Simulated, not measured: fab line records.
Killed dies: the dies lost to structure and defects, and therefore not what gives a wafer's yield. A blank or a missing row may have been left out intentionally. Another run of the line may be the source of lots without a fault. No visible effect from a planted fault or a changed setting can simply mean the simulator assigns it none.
Which tool is to blame?	flow n5Finfet	10 lots with 29 wafers sampled at 5 steps, on a route of 1938 steps

## WHAT THE GAUGES READ, wafer by wafer
N5_HKMG_FIN_OVL_MEAS_13. Usual: NWFM_OVL 0.1 nm, standard deviation 0.72.
lot	measured	on	NWFM_OVL (nm)	flag
L777	day 4 02:52	overlay-01	-0.3 0.0 -0.4	
L779	day 4 15:40	overlay-02	-0.6 0.4 0.5	
L781	day 5 04:23	overlay-01	-0.3 -0.2 0.5	
L782	day 5 10:10	overlay-01	-0.7 -0.4 0.2	
L786	day 6 09:52	overlay-01	-0.7 -0.2 -0.2	
L795	day 8 15:50	overlay-02	1.0 0.3 1.1	
L796	day 8 18:09	overlay-02	-0.3 -0.6 -1.4	
L797	day 9 05:59	overlay-02	-0.9 0.0 -0.1	
L798	day 9 11:23	overlay-02	0.5 -0.2	
L799	day 9 16:53	overlay-02	-0.8 -0.3 -0.8	

N5_BEOL_M4_RC_MEAS_101. Usual: DIBL_N 36.5 mV/V, standard deviation 1.8; DIBL_P 36.5 mV/V, standard deviation 2.1; IOFF_N 0.17 nA/um, standard deviation 0.031; IOFF_P 0.22 nA/um, standard deviation 0.036; ION_N 677 uA/um, standard deviation 11; ION_P 463 uA/um, standard deviation 8; SS_N 71.6 mV/dec, standard deviation 0.61; SS_P 73.3 mV/dec, standard deviation 0.63; VT_N 249 mV, standard deviation 3.1; VT_P -250 mV, standard deviation 3.3.
lot	measured	on	DIBL_N (mV/V)	DIBL_P (mV/V)	IOFF_N (nA/um)	IOFF_P (nA/um)	ION_N (uA/um)	ION_P (uA/um)	SS_N (mV/dec)	SS_P (mV/dec)	VT_N (mV)	VT_P (mV)	flag
L777	day 7 22:33	prober-02	33.8 35.2 33.9	32.6 34.7 32.7	0.12 0.15 0.13	0.15 0.20 0.16	655 672 659	446 457 447	71.0 71.0 70.7	72.9 73.3 71.9	253 248 253	-257 -250 -255	
L779	day 8 12:54	prober-01	34.9 37.1 34.9	36.3 39.6 36.8	0.16 0.19 0.16	0.17 0.23 0.18	684 679 673	455 464 457	71.6 71.9 71.8	73.8 74.0 72.7	249 246 249	-252 -251 -255	
L781	day 8 21:28	prober-01	37.0 38.6 36.6	36.2 39.5 36.2	0.16 0.19 0.15	0.20 0.25 0.20	671 691 676	458 474 469	71.6 71.3 70.8	73.5 74.3 73.4	247 247 249	-251 -247 -248	
L782	day 9 10:14	prober-01	38.5 34.7 36.1	38.5 34.7 35.5	0.21 0.14 0.15	0.26 0.20 0.20	694 681 679	476 468 469	72.0 71.0 71.7	73.7 72.8 73.1	242 250 250	-245 -248 -249	
L786	day 10 03:55	prober-01	35.8 34.3 36.0	36.4 34.1 36.2	0.17 0.15 0.17	0.23 0.21 0.24	672 671 672	466 465 467	71.5 70.8 71.8	73.6 72.8 74.1	248 246 248	-248 -248 -245	
L795	day 12 13:29	prober-02	38.7 35.6 38.0	39.5 35.4 37.7	0.19 0.13 0.17	0.25 0.19 0.22	680 669 669	469 461 460	71.8 71.8 72.6	73.7 73.0 73.1	247 253 249	-249 -252 -249	
L796	day 12 10:23	prober-02	37.5 36.0 36.7	38.0 36.8 37.7	0.20 0.18 0.19	0.29 0.27 0.30	688 694 692	475 482 478	72.0 71.0 71.7	73.8 73.5 73.9	246 246 248	-242 -243 -241	
L797	day 13 18:14	prober-01	35.3 34.3 34.7	37.2 35.6 36.1	0.15 0.13 0.14	0.20 0.18 0.19	679 677 675	467 464 465	70.5 71.4 71.3	73.8 73.4 73.8	250 251 250	-252 -252 -250	
L798	day 13 21:04	prober-02	33.1 36.2	32.2 36.9	0.11 0.17	0.17 0.22	649 664	458 463	70.5 72.0	72.9 72.4	253 251	-252 -249	
L799	day 14 00:46	prober-02	36.9 38.9 35.3	37.0 39.9 35.8	0.17 0.21 0.16	0.25 0.29 0.22	673 687 683	465 476 472	71.8 72.7 71.2	73.1 73.8 72.8	247 247 250	-246 -243 -248	

## WHICH TOOL RAN EACH LOT (tool, then ch and the chambers of the sampled wafers, then the start)
lot	N5_HKMG_FIN_ALD_21	N5_HKMG_FIN_CMP_94	N5_GATE_CUT_ETCHBACK_00
L777	aldMetal-04 ch 1,2,3, day 4 06:05	cmp-03 ch 2,3, day 4 07:07	rieMetal-03 ch 1, day 4 07:28
L779	aldMetal-02 ch 0,1,3, day 4 19:13	cmp-04 ch 2,3, day 4 20:14	rieMetal-01 ch 0,1, day 4 20:33
L781	aldMetal-02 ch 0,3, day 5 07:37	cmp-01 ch 0,1, day 5 08:38	rieMetal-01 ch 0,1, day 5 08:53
L782	aldMetal-03 ch 1,2, day 5 13:21	cmp-04 ch 0,1,2, day 5 14:23	rieMetal-01 ch 0,1, day 5 14:48
L786	aldMetal-02 ch 0,2, day 6 13:17	cmp-03 ch 0,2,3, day 6 14:19	rieMetal-03 ch 1, day 6 14:34
L795	aldMetal-02 ch 2,3, day 8 19:26	cmp-04 ch 0,3, day 8 20:26	rieMetal-03 ch 0,1, day 8 20:43
L796	aldMetal-02 ch 0,2,3, day 8 21:59	cmp-01 ch 0,3, day 8 23:00	rieMetal-03 ch 0,1, day 8 23:16
L797	aldMetal-03 ch 1,3, day 9 09:11	cmp-03 ch 0,1,2, day 9 10:21	rieMetal-02 ch 0,1, day 9 10:33
L798	aldMetal-03 ch 0,2, day 9 15:04	cmp-03 ch 1,3, day 9 16:05	rieMetal-02 ch 1, day 9 16:21
L799	aldMetal-04 ch 1,2,3, day 9 20:32	cmp-04 ch 0,2,3, day 9 21:34	rieMetal-02 ch 0, day 9 21:49
- N5_HKMG_FIN_ALD_21: deposits TiN, target thk 1.5 nm, pulse time 1 s, purge time 3 s.
- N5_HKMG_FIN_CMP_94: polishes, stops on SiNx, t overpolish 4.7 s, target thk 43.299 nm.
- N5_GATE_CUT_ETCHBACK_00: etches W in SF6/Cl2.

## AS READ BY THE TOOLS THEMSELVES (means over the sampled wafers that have a number; for cases with no such wafer, the mark the record gives instead)
N5_HKMG_FIN_ALD_21. Usual: heaterPowerW 883 W, standard deviation 70; precursorPulseHeightRel 1.001, standard deviation 0.021.
lot	tool	heaterPowerW (W)	precursorPulseHeightRel	flag
L777	aldMetal-04	907	0.998	
L779	aldMetal-02	893	1.006	
L781	aldMetal-02	976	1.012	
L782	aldMetal-03	880	1.003	
L786	aldMetal-02	891	1.003	
L795	aldMetal-02	952	0.999	
L796	aldMetal-02	925	0.989	
L797	aldMetal-03	843	0.998	
L798	aldMetal-03	843	1.001	
L799	aldMetal-04	914	1.004	

N5_HKMG_FIN_CMP_94. Usual: edgeZonePressureFrac 1.000, standard deviation 0.0051; motorCurrentA 11.6 A, standard deviation 1.3.
lot	tool	edgeZonePressureFrac	motorCurrentA (A)	flag
L777	cmp-03	1.002	12.0	
L779	cmp-04	1.002	10.9	
L781	cmp-01	0.999	9.9	
L782	cmp-04	1.002	9.8	
L786	cmp-03	1.001	11.5	
L795	cmp-04	1.001	11.9	
L796	cmp-01	0.997	12.1	
L797	cmp-03	1.001	12.0	
L798	cmp-03	0.996	12.4	
L799	cmp-04	0.998	10.9	

N5_GATE_CUT_ETCHBACK_00. Usual: chamberPressureMTorr 7.999 mTorr, standard deviation 0.0071; drypumpMotorCurrentA 5.5 A, standard deviation 0.39; mfcCl2Sccm 59.98 sccm, standard deviation 0.19; oesProductAu 0.76 a.u., standard deviation 0.13; rfFwdPowerW 895 W, standard deviation 3.3; throttleValvePct 27.6 %, standard deviation 0.45.
lot	tool	chamberPressureMTorr (mTorr)	drypumpMotorCurrentA (A)	mfcCl2Sccm (sccm)	oesProductAu (a.u.)	rfFwdPowerW (W)	throttleValvePct (%)	flag
L777	rieMetal-03	7.993	5.3	59.94	0.79	893	27.8	
L779	rieMetal-01	8.001	5.1	59.83	0.73	891	27.3	
L781	rieMetal-01	7.998	5.1	59.84	0.67	895	27.7	
L782	rieMetal-01	8.007	5.0	60.27	0.72	891	27.3	
L786	rieMetal-03	7.995	5.3	59.81	0.76	893	27.8	
L795	rieMetal-03	8.000	5.4	59.94	0.80	892	27.9	
L796	rieMetal-03	7.995	5.4	60.19	0.80	896	27.9	
L797	rieMetal-02	7.997	6.0	59.90	0.81	895	27.4	
L798	rieMetal-02	8.003	6.1	60.20	0.59	898	27.9	
L799	rieMetal-02	8.002	6.0	60.04	0.90	894	27.1	

## THE ANSWER, worked out from the rows above alone
Rule: a lot counts as off when the mean over its wafers that have a number is more than 3 standard deviations away from the usual mean. Also off: a lot with no number at a reading for which 4 or more lots have one. The other lots that the step has rows for count as sound. The gauges are gone through in route order, then the tools' own readings, and for those a lot's mean is taken as printed above. At the first step where some lot is off, the reading lying furthest off is the one used; lots without a number count as furthest.
Across all readings shown, no lot is off: no conclusion can be drawn from this.

## WHAT WAS PUT IN BY THE SIMULATOR
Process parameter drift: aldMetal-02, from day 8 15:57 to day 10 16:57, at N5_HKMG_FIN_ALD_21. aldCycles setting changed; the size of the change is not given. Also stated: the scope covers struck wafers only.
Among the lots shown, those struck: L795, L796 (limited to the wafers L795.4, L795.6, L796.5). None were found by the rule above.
